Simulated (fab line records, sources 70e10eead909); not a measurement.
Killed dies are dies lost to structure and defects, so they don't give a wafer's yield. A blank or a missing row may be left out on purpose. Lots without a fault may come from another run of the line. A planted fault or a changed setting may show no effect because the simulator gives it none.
Tool commonality check | flow nand_harc | 2 lots, 2 wafers sampled

WHY IT WAS OPENED
At NHARC_END_SORT_01 the reading killed_at_periphery is flagged on 2 of 2 lots. Wafers without a fault read 3.7, standard deviation 3.
Rule: a lot is flagged when every wafer of it that has a number lies more than 4 standard deviations from that mean, or none has a number. The other lots count as sound.

lot  | measured     | on        | killed_at_periphery, wafer by wafer | flag
L311 | day 26 18:53 | prober-01 | 32                                  | FLAGGED
L313 | day 27 20:06 | prober-02 | 37                                  | FLAGGED
The numbers of the flagged lots are 34.5 on average: +30.8 against the usual, or +10 standard deviations.

WHICH TOOL RAN EACH LOT
The record holds 4 process steps before the reading, out of a route of 1302 steps. In each cell: the tool, then ch and the chambers that the sampled wafers went through, then the start.
lot  | flag    | NHARC_P_M1_ETCH_35            | NHARC_P_M1_ETCH_28                       | NHARC_P_M1_PVD_20                      | NHARC_P_M1_CMP_23
L311 | FLAGGED | rie_diel-07 ch 3, day 8 12:22 | rie_diel-11 ch 1, day 8 14:34 or earlier | pvd_sputter-01, day 8 14:34 or earlier | cmp-03 ch 1, day 8 14:34
L313 | FLAGGED | rie_diel-07 ch 3, day 9 11:08 | rie_diel-11 ch 0, day 9 13:16 or earlier | pvd_sputter-02, day 9 13:16 or earlier | cmp-04 ch 0, day 9 13:16
What these steps do:
- NHARC_P_M1_ETCH_35: etches the open film in N2/H2, target depth 40 nm, overetch 12 nm, time 43.94 s.
- NHARC_P_M1_ETCH_28: etches the open film in CF4/N2, target depth 30 nm, time 72.99 s.
- NHARC_P_M1_PVD_20: deposits TaN, target thk 5 nm, time 8.06 s.
- NHARC_P_M1_CMP_23: polishes, t overpolish 20 s, target thk 157.82 nm.
- NHARC_END_SORT_01

FLAGGED OVER TOTAL, TOOL BY TOOL (the gauges that took the reading come last)
step               | tool           | lots run | flagged | share of the flagged lots | sound lots run after its first flagged lot
NHARC_P_M1_ETCH_35 | rie_diel-07    | 2        | 2       | all                       | 0
NHARC_P_M1_ETCH_28 | rie_diel-11    | 2        | 2       | all                       | 0
NHARC_P_M1_PVD_20  | pvd_sputter-01 | 1        | 1       | some                      | 0
NHARC_P_M1_PVD_20  | pvd_sputter-02 | 1        | 1       | some                      | 0
NHARC_P_M1_CMP_23  | cmp-03         | 1        | 1       | some                      | 0
NHARC_P_M1_CMP_23  | cmp-04         | 1        | 1       | some                      | 0
NHARC_END_SORT_01  | prober-01      | 1        | 1       | some                      | 0
NHARC_END_SORT_01  | prober-02      | 1        | 1       | some                      | 0
NHARC_P_M1_ETCH_28 gives no start for some lots, so the hours and the order of its lots are those of NHARC_P_M1_CMP_23. NHARC_P_M1_PVD_20 gives no start for some lots, so the hours and the order of its lots are those of NHARC_P_M1_CMP_23.

WHAT THE TABLE ALLOWS
2 rows of the table ran every flagged lot: rie_diel-07 at NHARC_P_M1_ETCH_35, rie_diel-11 at NHARC_P_M1_ETCH_28.
- rie_diel-07 at NHARC_P_M1_ETCH_35: 2 of its 2 lots flagged. It ran no sound lot before its first flagged lot in this sample, so the start can't be narrowed down.
- rie_diel-11 at NHARC_P_M1_ETCH_28: 2 of its 2 lots flagged. It ran no sound lot before its first flagged lot in this sample, so the start can't be narrowed down.
Counting lots can't tell these 2 tools apart, because each fits a fault that began at some hour. More lots, or a look at what each step does to the wafer, might.

WHAT THE SIMULATOR HAD PUT IN
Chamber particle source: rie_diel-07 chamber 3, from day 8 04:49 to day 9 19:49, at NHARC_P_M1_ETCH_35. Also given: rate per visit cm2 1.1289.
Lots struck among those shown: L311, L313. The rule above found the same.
